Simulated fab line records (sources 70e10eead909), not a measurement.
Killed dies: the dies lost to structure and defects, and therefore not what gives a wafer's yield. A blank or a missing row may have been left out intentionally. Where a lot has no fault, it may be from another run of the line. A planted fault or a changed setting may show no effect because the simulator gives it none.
Chamber matching -- flow nand-harc -- 4 sister chambers for NHARC_A_STAIRCASE_DESCUM_291 on rie-diel-13
The step chemistry O2, time 3 s. 4 wafers are shown with their chamber, then 8 later ones without.

## WAFERS PAIRED WITH THEIR CHAMBERS
wafer,chamber,showerhead-plenum-p-Torr (Torr)
L083.6,1,1.80
L085.2,3,1.88
L085.3,0,2.07
L089.1,2,2.05

## WAFERS WHOSE CHAMBER IS MISSING
wafer,showerhead-plenum-p-Torr (Torr)
L089.4,2.07
L089.6,2.05
L090.1,1.79
L090.3,2.05
L090.6,2.07
L095.1,1.79
L095.3,2.04
L095.6,2.07

## EACH ONE'S CHAMBER
wafer,from the rows above,in truth
L089.4,0,0
L089.6,2,2
L090.1,1,1
L090.3,2,2
L090.6,0,0
L095.1,1,1
L095.3,2,2
L095.6,0,0
Correctly placed: 8 of 8. Left unplaced by these rows: 0. Wrongly placed: 0.
How it was worked out, from the rows above alone: a wafer's distance from a chamber is the root of the sum, over the readings, of the square of ((its reading less the chamber's mean) divided by the reading's scatter). If the next closest chamber is less than 2 further off than the closest, the wafer can't be placed; otherwise it belongs to the closest. A chamber's mean is the mean of its shown wafers. The scatter (one wafer shown for each chamber): square how far every hidden wafer sits from the nearest shown wafer, average those squares and take the square root.
